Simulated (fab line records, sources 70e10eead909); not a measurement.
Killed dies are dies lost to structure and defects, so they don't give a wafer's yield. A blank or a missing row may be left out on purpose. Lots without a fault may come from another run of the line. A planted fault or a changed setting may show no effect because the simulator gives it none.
Chamber matching | flow nand_harc | NHARC_A_STAIRCASE_ETCH_313 on rie_diel-01: 4 sister chambers
The step etches the open film in CF4/CHF3. 4 wafers are shown with their chamber, then 9 later ones without.

WAFERS WITH THEIR CHAMBER
wafer  | chamber | drypump_motor_current_A (A)
L088.1 | 1       | 6.1
L088.4 | 2       | 6.1
L090.3 | 0       | 6.7
L090.6 | 3       | 6.4

WAFERS WITHOUT THEIR CHAMBER
wafer  | drypump_motor_current_A (A)
L093.3 | 6.3
L093.5 | 6.1
L093.6 | 6.7
L092.1 | 6.3
L092.3 | 6.1
L092.5 | 6.1
L094.2 | 6.1
L094.4 | 6.7
L094.5 | 6.1

WHICH CHAMBER EACH WENT THROUGH
wafer  | from the rows above     | in truth
L093.3 | 3                       | 3
L093.5 | can't be placed: 1 or 2 | 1
L093.6 | 0                       | 0
L092.1 | 3                       | 3
L092.3 | can't be placed: 1 or 2 | 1
L092.5 | can't be placed: 1 or 2 | 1
L094.2 | can't be placed: 1 or 2 | 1
L094.4 | 0                       | 0
L094.5 | can't be placed: 1 or 2 | 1
Placed correctly: 4 of 9. Can't be placed from these rows: 5 (the true chamber is among the candidates in 5). Placed wrongly: 0.
How it was worked out, from the rows above alone: a wafer's distance from a chamber is the root of the sum, over the readings, of the square of ((its reading less the chamber's mean) divided by the reading's scatter). The wafer belongs to the nearest chamber; if the next one is less than 2 further off, it can't be placed. A chamber's mean is the mean of its shown wafers. The scatter: with one shown wafer a chamber, the root of the mean of the squares of how far each hidden wafer lies from its nearest shown one.
